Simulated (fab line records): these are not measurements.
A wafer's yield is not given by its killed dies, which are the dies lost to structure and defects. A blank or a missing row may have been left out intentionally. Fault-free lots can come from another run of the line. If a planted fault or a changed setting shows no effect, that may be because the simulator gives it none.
fab line records | flow n5_finfet
record lots=9 | wafers=27 | last_day=15
route steps=1938 shown STI_FIN_REVEAL@189 DUMMY_GATE@215 BEOL_M4@1111
lots untouched by any fault: they come from a run of this same line in which no faults occurred
start_h: hours from the record's first day to the start of the lot's first wafer shown | wait_h: time in hours since the lot's previous step | " as in the row above | L1.1+2: a single row standing in for several wafers | - either no value or no given start | * or withheld: withheld | < > ~ a bound
route shown NAME@n: NAME is a module with steps in the file, n the number in the route of the first one | usual: average and standard deviation across the fault-free wafers | same: alike in all rows | chamber/n: place in a boat | sites: each site's reading | _std_site: the values' standard deviation | _edge_site: mean of outer sites minus mean of inner sites | radius_mm: for every site, how far away it sits from the centre of the wafer | mask NAME#n: copy n | behind: the tool/chamber that last shaped the wafer | hold: cause of the lot's hold/its duration in hours/its outcome | device: which transistor (n, p or np) failed to switch | end of line: the tests these same wafers got at the end of their route | step lacking rows: just its recipe | killed: the dies lost at the first sort to structure and to defects; this is not the yield of the wafer | map: a wafer's dies, x killed, . not, _ none there
set.NAME: setting as actually run; set.NAME@STEP: the setting as run at that earlier step | model.NAME: the simulator's own value behind a step, which no gauge read
steps of the route over a sample of lots; a table a step, a row a wafer
services: from which hour (start_h, from the record's first day; less than 0 if before it) a tool's chamber was out of use, for how many hours, and why
## steps
# step N5_STI_FIN_REVEAL_DENSIFY_30
# recipe temp_c=* | time_s=* | ambient=N2 | idle_temp_c=600 | ramp_up_c_per_s=150 | ramp_down_c_per_s=60 | cool_to_c=600
# usual lamp_power_pct=11.53/0.051 | lamp_zone_2_pct=11.531/0.016 | lamp_zone_3_pct=11.524/0.017 | lamp_zone_5_pct=11.533/0.019 | wafer_temp_C_max=*
lot.wafer | tool          | chamber | start_h | wait_h | lamp_power_pct | lamp_zone_2_pct | lamp_zone_3_pct | lamp_zone_5_pct | wafer_temp_C_max
L557.1    | rtp_anneal-01 | 0       | 35.12   | 0.1    | 11.59          | 11.532          | 11.539          | 11.540          | *
L557.3    | "             | 0       | "       | "      | 11.46          | 11.502          | 11.571          | 11.528          | *
L557.5    | "             | 0       | "       | "      | 11.71          | 11.524          | 11.521          | 11.516          | *
L558.3    | rtp_anneal-02 | 0       | 41.52   | 0.1    | 11.54          | 11.524          | 11.508          | 11.529          | *
L558.4    | "             | 0       | "       | "      | 11.52          | 11.538          | 11.517          | 11.535          | *
L558.5    | "             | 0       | "       | "      | 11.49          | 11.522          | 11.541          | 11.563          | *
L559.1    | rtp_anneal-02 | 0       | 48.38   | 0.0    | 11.48          | 11.530          | 11.525          | 11.528          | *
L559.2    | "             | 0       | "       | "      | 11.51          | 11.527          | 11.532          | 11.533          | *
L559.4    | "             | 0       | "       | "      | 11.48          | 11.530          | 11.524          | 11.538          | *
L560.2    | rtp_anneal-02 | 0       | 53.44   | 0.1    | 11.55          | 11.532          | 11.520          | 11.544          | *
L560.4    | "             | 0       | "       | "      | 11.53          | 11.530          | 11.535          | 11.492          | *
L560.5    | "             | 0       | "       | "      | 11.58          | 11.553          | 11.536          | 11.544          | *
L561.3    | rtp_anneal-02 | 0       | 58.64   | 0.1    | 11.44          | 11.529          | 11.519          | 11.549          | *
L561.5    | "             | 0       | "       | "      | 11.62          | 11.559          | 11.538          | 11.534          | *
L561.6    | "             | 0       | "       | "      | 11.55          | 11.540          | 11.552          | 11.515          | *
L566.3    | rtp_anneal-02 | 0       | 90.49   | 0.1    | 11.48          | 11.543          | 11.540          | 11.526          | *
L566.4    | "             | 0       | "       | "      | 11.56          | 11.542          | 11.499          | 11.513          | *
L566.5    | "             | 0       | "       | "      | 11.59          | 11.533          | 11.487          | 11.517          | *
L567.2    | rtp_anneal-01 | 0       | 95.73   | 0.1    | 11.50          | 11.529          | 11.532          | 11.505          | *
L567.3    | "             | 0       | "       | "      | 11.58          | 11.486          | 11.526          | 11.515          | *
L567.6    | "             | 0       | "       | "      | 11.49          | 11.560          | 11.531          | 11.545          | *
L569.1    | rtp_anneal-01 | 0       | 107.72  | 0.0    | 11.54          | 11.513          | 11.514          | 11.534          | *
L569.2    | "             | 0       | "       | "      | 11.46          | 11.545          | 11.539          | 11.562          | *
L569.6    | "             | 0       | "       | "      | 11.46          | 11.546          | 11.550          | 11.560          | *
L570.3    | rtp_anneal-01 | 0       | 112.67  | 0.4    | 11.54          | 11.513          | 11.532          | 11.521          | *
L570.4    | "             | 0       | "       | "      | 11.56          | 11.525          | 11.524          | 11.542          | *
L570.6    | "             | 0       | "       | "      | 11.58          | 11.521          | 11.530          | 11.531          | *
# step N5_STI_FIN_REVEAL_ETCHBACK_08
# recipe chemistry=C4F6/O2 | target=SiO2 | target_depth_a=305 | time_s=10.167 | ion_energy_ev=250 | pressure_mtorr=30 | source_w=345 | bias_w=185 | Ar_flow_sccm=300 | C4F6_flow_sccm=10 | O2_flow_sccm=10
# usual drypump_motor_current_A=5.6/0.55 | oes_product_au=0.78/0.074 | rf_vpp_V=669/13 | showerhead_plenum_p_Torr=2.85/0.1 | throttle_valve_pct=21.15/0.16
lot.wafer | tool        | chamber | start_h | wait_h | drypump_motor_current_A | oes_product_au | rf_hours_counter_h | rf_vpp_V | showerhead_plenum_p_Torr | throttle_valve_pct
L557.1    | rie_diel-03 | 3       | 35.38   | 0.2    | 4.8                     | 0.82           | 65                 | 655      | 2.88                     | 21.21
L557.3    | "           | 1       | "       | "      | 6.4                     | 0.79           | 120                | 671      | 2.74                     | 20.85
L557.5    | "           | 1       | "       | "      | 6.4                     | 0.80           | -                  | 675      | 2.74                     | 20.85
L558.3    | rie_diel-04 | 1       | 41.72   | 0.2    | 6.2                     | 0.76           | 132                | 667      | 2.86                     | 21.19
L558.4    | "           | 2       | "       | "      | 5.7                     | 0.87           | 52                 | 684      | 2.78                     | 21.07
L558.5    | "           | 0       | "       | "      | 5.5                     | 0.71           | -                  | 645      | 2.94                     | 21.14
L559.1    | rie_diel-03 | 2       | 48.71   | 0.3    | 6.2                     | 0.77           | 129                | 671      | 2.88                     | 21.25
L559.2    | "           | 3       | "       | "      | 4.8                     | 0.82           | 70                 | 657      | 2.88                     | 21.24
L559.4    | "           | 1       | "       | "      | 6.3                     | 0.78           | 128                | 672      | 2.74                     | 20.91
L560.2    | rie_diel-04 | 1       | 53.73   | 0.3    | 6.2                     | 0.75           | 138                | 669      | 2.85                     | 21.19
L560.4    | "           | 2       | "       | "      | 5.7                     | 0.86           | 58                 | 685      | 2.78                     | 21.07
L560.5    | "           | 0       | "       | "      | 5.5                     | 0.71           | -                  | 645      | 2.94                     | 21.15
L561.3    | rie_diel-03 | 1       | 58.85   | 0.2    | 6.4                     | 0.78           | 133                | 673      | 2.74                     | 20.87
L561.5    | "           | 0       | "       | "      | 5.1                     | 0.98           | -                  | 690      | 3.05                     | 21.01
L561.6    | "           | 1       | "       | "      | 6.3                     | 0.78           | -                  | 673      | 2.74                     | 20.89
L566.3    | rie_diel-04 | 0       | 90.70   | 0.2    | 5.5                     | 0.71           | 221                | 645      | 2.94                     | 21.15
L566.4    | "           | 2       | "       | "      | 5.7                     | 0.85           | 73                 | 683      | 2.77                     | 21.10
L566.5    | "           | 1       | "       | "      | 6.2                     | 0.75           | -                  | 668      | 2.85                     | 21.22
L567.2    | rie_diel-03 | 1       | 95.94   | 0.2    | 6.4                     | 0.77           | 149                | 671      | 2.73                     | 20.90
L567.3    | "           | 0       | "       | "      | 5.1                     | 0.94           | 21                 | 690      | 3.04                     | 21.02
L567.6    | "           | 2       | "       | "      | 6.2                     | 0.74           | -                  | 672      | 2.87                     | 21.27
L569.1    | rie_diel-03 | 3       | 107.97  | 0.2    | 4.8                     | 0.79           | 94                 | 655      | 2.87                     | 21.26
L569.2    | "           | 0       | "       | "      | 5.1                     | 0.93           | 25                 | 688      | 3.04                     | 21.04
L569.6    | "           | 0       | "       | "      | 5.1                     | 0.93           | -                  | 690      | 3.04                     | 21.03
L570.3    | rie_diel-01 | 1       | 112.99  | 0.3    | 5.1                     | 0.72           | 199                | 655      | 2.73                     | 21.39
L570.4    | "           | 2       | "       | "      | 5.0                     | 0.68           | 232                | 650      | 2.68                     | 21.38
L570.6    | "           | 0       | "       | "      | 5.7                     | 0.85           | -                  | 659      | 2.77                     | 20.86
# step N5_STI_FIN_REVEAL_RECESS_09
# recipe chemistry=HF/NH3 | target=SiO2 | afs_cycles=11 | target_depth_a=425 | temp_c=30 | sublimation_temp_c=180 | sublimation_time_s=60
# usual drypump_motor_current_A=5.5/0.43
lot.wafer | tool          | chamber | start_h | wait_h | drypump_motor_current_A
L557.1    | vapor_etch-02 | 0       | 35.63   | 0.0    | 6.0
L557.3    | "             | 0       | "       | "      | 6.0
L557.5    | "             | 0       | "       | "      | 6.0
L558.3    | vapor_etch-02 | 1       | 42.51   | 0.6    | 5.1
L558.4    | "             | 0       | "       | "      | 6.0
L558.5    | "             | 0       | "       | "      | 6.0
L559.1    | vapor_etch-02 | 1       | 48.96   | 0.0    | 5.1
L559.2    | "             | 0       | "       | "      | 6.0
L559.4    | "             | 0       | "       | "      | 6.0
L560.2    | vapor_etch-02 | 0       | 53.98   | 0.0    | 6.0
L560.4    | "             | 0       | "       | "      | 6.0
L560.5    | "             | 1       | "       | "      | 5.1
L561.3    | vapor_etch-01 | 0       | 59.63   | 0.6    | 5.6
L561.5    | "             | 1       | "       | "      | 5.0
L561.6    | "             | 0       | "       | "      | 5.6
L566.3    | vapor_etch-02 | 0       | 91.48   | 0.6    | 6.0
L566.4    | "             | 1       | "       | "      | 5.1
L566.5    | "             | 1       | "       | "      | 5.1
L567.2    | vapor_etch-01 | 1       | 96.20   | 0.0    | 5.0
L567.3    | "             | 0       | "       | "      | 5.6
L567.6    | "             | 1       | "       | "      | 5.0
L569.1    | vapor_etch-02 | 1       | 108.62  | 0.4    | 5.1
L569.2    | "             | 0       | "       | "      | 6.0
L569.6    | "             | 0       | 109.68  | 1.5    | 6.0
L570.3    | vapor_etch-02 | 1       | 113.77  | 0.6    | 5.1
L570.4    | "             | 0       | "       | "      | 6.0
L570.6    | "             | 1       | "       | "      | 5.1
# step N5_DUMMY_GATE_CVD_03
# recipe material=a-Si | target_thk_a=1500 | temp_c=530 | precursor=SiH4 | time_s=8042
# usual spike_tc_upper_C=529.3/0.98 | susceptor_temp_C=529.96/0.14 | zone_power_top_pct=17.2/1.3
lot.wafer | tool     | chamber | start_h | wait_h | spike_tc_upper_C | susceptor_temp_C | zone_power_top_pct
L557.1    | lpcvd-02 | 0/90    | 38.62   | 0.1    | 529.9            | 529.83           | 16.8
L557.3    | "        | 0/100   | "       | "      | 529.9            | 529.83           | 16.8
L557.5    | "        | 0/109   | "       | "      | 529.9            | 529.83           | 16.8
L558.3    | lpcvd-02 | 1/50    | 45.16   | 0.1    | 528.8            | 529.86           | 17.1
L558.4    | "        | 1/54    | "       | "      | 528.8            | 529.86           | 17.1
L558.5    | "        | 1/59    | "       | "      | 528.8            | 529.86           | 17.1
L559.1    | lpcvd-02 | 1/65    | 52.38   | 0.1    | 527.6            | 529.84           | 17.1
L559.2    | "        | 1/70    | "       | "      | 527.6            | 529.84           | 17.1
L559.4    | "        | 1/79    | "       | "      | 527.6            | 529.84           | 17.1
L560.2    | lpcvd-02 | 0/95    | 56.96   | 0.1    | 529.2            | 529.70           | 16.6
L560.4    | "        | 0/104   | "       | "      | 529.2            | 529.70           | 16.6
L560.5    | "        | 0/109   | "       | "      | 529.2            | 529.70           | 16.6
L561.3    | lpcvd-02 | 1/25    | 62.09   | 0.1    | 528.6            | 529.92           | 17.1
L561.5    | "        | 1/34    | "       | "      | 528.6            | 529.92           | 17.1
L561.6    | "        | 1/39    | "       | "      | 528.6            | 529.92           | 17.1
L566.3    | lpcvd-01 | 0/50    | 94.88   | 0.1    | 529.7            | 529.93           | 15.3
L566.4    | "        | 0/54    | "       | "      | 529.7            | 529.93           | 15.3
L566.5    | "        | 0/59    | "       | "      | 529.7            | 529.93           | 15.3
L567.2    | lpcvd-01 | 1/70    | 99.24   | 0.1    | 530.3            | 529.76           | 19.1
L567.3    | "        | 1/75    | "       | "      | 530.3            | 529.76           | 19.1
L567.6    | "        | 1/89    | "       | "      | 530.3            | 529.76           | 19.1
L569.1    | lpcvd-01 | 0/15    | 112.43  | 0.1    | 529.0            | 530.01           | 15.2
L569.2    | "        | 0/20    | "       | "      | 529.0            | 530.01           | 15.2
L569.6    | "        | 0/39    | "       | "      | 529.0            | 530.01           | 15.2
L570.3    | lpcvd-01 | 1/100   | 116.61  | 0.1    | 530.9            | 529.97           | 19.3
L570.4    | "        | 1/104   | "       | "      | 530.9            | 529.97           | 19.3
L570.6    | "        | 1/114   | "       | "      | 530.9            | 529.97           | 19.3
# step N5_DUMMY_GATE_CMP_04
# recipe material=a-Si | post_cmp_clean=alkaline_brush
# usual motor_current_A=10.3/1.4 | time_to_endpoint_s=13.7/2
lot.wafer | tool   | chamber | start_h | wait_h | motor_current_A | time_to_endpoint_s
L557.1    | cmp-04 | 0       | 44.18   | 0.0    | 10.5            | 15.6
L557.3    | "      | 1       | "       | "      | 10.2            | 14.9
L557.5    | "      | 0       | "       | "      | 10.8            | 17.1
L558.4    | cmp-01 | 3       | 48.91   | 0.0    | 10.0            | 12.1
L558.3    | "      | 2       | "       | "      | 9.5             | 9.4
L558.5    | "      | 0       | "       | "      | 13.0            | 10.8
L559.4    | cmp-02 | 1       | 56.11   | 0.0    | 9.0             | 11.9
L559.1    | "      | 3       | "       | "      | 7.4             | 13.1
L559.2    | "      | 0       | "       | "      | 10.4            | 12.4
L560.4    | cmp-01 | 1       | 60.73   | 0.1    | 9.6             | 12.0
L560.2    | "      | 2       | "       | "      | 8.6             | 13.2
L560.5    | "      | 0       | "       | "      | 12.5            | 13.0
L561.3    | cmp-02 | 3       | 65.83   | 0.0    | 7.4             | 10.8
L561.6    | "      | 3       | "       | "      | 7.2             | 10.9
L561.5    | "      | 0       | "       | "      | 10.1            | 11.5
L566.3    | cmp-04 | 1       | 98.65   | 0.1    | 10.3            | 12.6
L566.4    | "      | 2       | "       | "      | 10.6            | 14.5
L566.5    | "      | 0       | "       | "      | 10.9            | 13.4
L567.2    | cmp-01 | 0       | 104.87  | 0.1    | 12.6            | 17.2
L567.3    | "      | 1       | "       | "      | 9.3             | 13.7
L567.6    | "      | 3       | "       | "      | 10.3            | 15.7
L569.2    | cmp-02 | 1       | 116.23  | 0.1    | 9.1             | 24.0
L569.1    | "      | 2       | "       | "      | 9.6             | 25.9
L569.6    | "      | 0       | "       | "      | 10.0            | 24.2
L570.4    | cmp-04 | 3       | 120.39  | 0.1    | 12.3            | 22.6
L570.3    | "      | 0       | "       | "      | 10.2            | 28.2
L570.6    | "      | 3       | "       | "      | 11.8            | 25.0
# step N5_BEOL_M4_RC_MEAS_101
# usual DIBL_N=36.4/1.6 | DIBL_P=35.9/2 | IOFF_N=0.152/0.03 | IOFF_P=0.20/0.032 | ION_N=670/12 | ION_P=459/7.3 | SS_N=71.6/0.55 | SS_P=73.2/0.69 | VT_N=251/3.5 | VT_P=-252/3.2
lot.wafer | tool      | chamber | start_h | wait_h | DIBL_N[mV/V] | DIBL_P[mV/V] | IOFF_N[nA/um] | IOFF_P[nA/um] | ION_N[uA/um] | ION_P[uA/um] | SS_N[mV/dec] | SS_P[mV/dec] | VT_N[mV] | VT_P[mV]
L557.1    | prober-01 | 0       | 168.81  | 0.0    | 35.4         | 34.2         | 0.131         | 0.21          | 669          | 466          | 70.9         | 72.6         | 251      | -247
L557.3    | "         | 0       | "       | "      | 36.6         | 36.3         | 0.148         | 0.23          | 671          | 463          | 70.6         | 73.3         | 251      | -247
L557.5    | "         | 0       | "       | "      | 37.7         | 38.0         | 0.168         | 0.26          | 678          | 474          | 71.4         | 73.8         | 248      | -246
L558.3    | prober-01 | 0       | 171.84  | 0.3    | 36.7         | 33.8         | 0.139         | 0.18          | 656          | 449          | 71.5         | 72.7         | 254      | -253
L558.4    | "         | 0       | "       | "      | 36.5         | 35.5         | 0.153         | 0.22          | 675          | 461          | 70.7         | 72.4         | 249      | -250
L558.5    | "         | 0       | "       | "      | 37.9         | 37.1         | 0.177         | 0.24          | 671          | 466          | 71.4         | 73.3         | 248      | -248
L559.1    | prober-02 | 0       | 173.30  | 0.0    | 38.9         | 38.1         | 0.199         | 0.26          | 689          | 468          | 71.2         | 73.4         | 245      | -249
L559.2    | "         | 0       | "       | "      | 41.3         | 39.3         | 0.236         | 0.28          | 693          | 476          | 71.6         | 74.2         | 246      | -244
L559.4    | "         | 0       | "       | "      | 37.0         | 35.2         | 0.152         | 0.21          | 676          | 465          | 70.1         | 72.7         | 252      | -249
L560.2    | prober-01 | 0       | 190.88  | 0.2    | 36.8         | 34.9         | 0.133         | 0.21          | 655          | 459          | 71.6         | 73.7         | 252      | -252
L560.4    | "         | 0       | "       | "      | 39.9         | 38.3         | 0.198         | 0.25          | 687          | 467          | 72.0         | 73.9         | 247      | -249
L560.5    | "         | 0       | "       | "      | 39.2         | 38.4         | 0.181         | 0.25          | 683          | 464          | 71.8         | 73.7         | 248      | -252
L561.3    | prober-01 | 0       | 197.53  | 0.3    | 37.2         | 37.4         | 0.177         | 0.22          | 688          | 468          | 72.4         | 73.6         | 247      | -248
L561.5    | "         | 0       | "       | "      | 35.7         | 35.0         | 0.148         | 0.19          | 679          | 459          | 71.9         | 72.8         | 251      | -252
L561.6    | "         | 0       | "       | "      | 34.9         | 35.2         | 0.142         | 0.18          | 678          | 460          | 71.8         | 72.6         | 251      | -250
L566.3    | prober-01 | 0       | 228.07  | 0.4    | 39.0         | 39.5         | 0.203         | 0.21          | 686          | 461          | 72.2         | 73.6         | 248      | -253
L566.4    | "         | 0       | "       | "      | 39.8         | 41.5         | 0.230         | 0.25          | 691          | 470          | 72.4         | 74.4         | 246      | -251
L566.5    | "         | 0       | "       | "      | 35.8         | 36.2         | 0.138         | 0.17          | 666          | 453          | 71.7         | 73.2         | 253      | -256
L567.2    | prober-01 | 0       | 232.05  | 0.2    | 38.4         | 38.2         | 0.192         | 0.23          | 686          | 466          | 72.0         | 73.5         | 248      | -249
L567.3    | "         | 0       | "       | "      | 35.7         | 35.4         | 0.151         | 0.20          | 686          | 472          | 72.2         | 73.9         | 253      | -250
L567.6    | "         | 0       | "       | "      | 38.5         | 37.9         | 0.189         | 0.23          | 682          | 467          | 72.3         | 73.2         | 249      | -250
L570.3    | prober-01 | 0       | 241.84  | 0.3    | 37.7         | 38.5         | 0.175         | 0.23          | 684          | 468          | 73.0         | 74.5         | 250      | -248
L570.4    | "         | 0       | "       | "      | 36.0         | 35.9         | 0.139         | 0.19          | 661          | 456          | 71.8         | 73.3         | 253      | -254
L570.6    | "         | 0       | "       | "      | 35.7         | 35.7         | 0.132         | 0.18          | 671          | 463          | 71.7         | 73.7         | 255      | -251
L569.1    | prober-02 | 0       | 249.73  | 0.0    | 35.1         | 33.5         | 0.128         | 0.17          | 661          | 456          | 71.8         | 72.7         | 254      | -253
L569.2    | "         | 0       | "       | "      | 37.5         | 37.4         | 0.183         | 0.23          | 690          | 469          | 72.6         | 74.3         | 247      | -249
L569.6    | "         | 0       | "       | "      | 35.2         | 33.9         | 0.135         | 0.18          | 678          | 466          | 71.8         | 72.1         | 252      | -250
## services
tool        | chamber | start_h | hours | kind
cmp-04      | -       | 19.04   | 1.9   | repair
rie_diel-03 | 0       | 31.16   | -     | clean
rie_diel-03 | 0       | 31.16   | -     | consumable_replace:focus_ring
rie_diel-03 | 0       | 31.16   | -     | consumable_replace:showerhead
rie_diel-03 | 0       | 31.16   | 14.9  | scheduled_down
rie_diel-03 | 0       | 31.16   | 14.9  | vent_cycle
cmp-01      | -       | 32.36   | 4.0   | pm
cmp-01      | -       | 36.36   | -     | consumable_replace:conditioner
cmp-01      | -       | 36.36   | -     | consumable_replace:pad
rie_diel-03 | 3       | 38.56   | 4.1   | repair
rie_diel-01 | -       | 42.21   | 28.1  | pm
cmp-02      | -       | 45.82   | 4.0   | pm
cmp-02      | -       | 49.82   | -     | consumable_replace:conditioner
cmp-02      | -       | 49.82   | -     | consumable_replace:pad
cmp-02      | -       | 68.58   | 5.1   | pm
rie_diel-01 | 2       | 72.79   | 5.0   | repair
cmp-01      | -       | 72.91   | 0.5   | repair
rie_diel-04 | 0       | 78.53   | 5.9   | repair
rie_diel-01 | 0       | 95.75   | 14.8  | repair
cmp-04      | -       | 99.53   | 13.6  | pm
cmp-04      | -       | 115.44  | 2.3   | repair
## key
first_sign step=N5_DUMMY_GATE_CMP_04 | reading=time_to_endpoint_s | direction=up | sigmas=5.5 | usual=* | struck=*
effect none on later readings
met_at N5_DUMMY_GATE_CVD_03
struck_lots L569,L570
not_acting_at N5_STI_FIN_REVEAL_DENSIFY_30,N5_STI_FIN_REVEAL_ETCHBACK_08,N5_STI_FIN_REVEAL_RECESS_09
also_fits time
fault kind=process_parameter_drift | tool=lpcvd-01 | chamber=- | onset_h=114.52 | steps=N5_DUMMY_GATE_CVD_03 | channel=time_s | offset=* | shape=step | end_h=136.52 | acts_in=* | stated=*
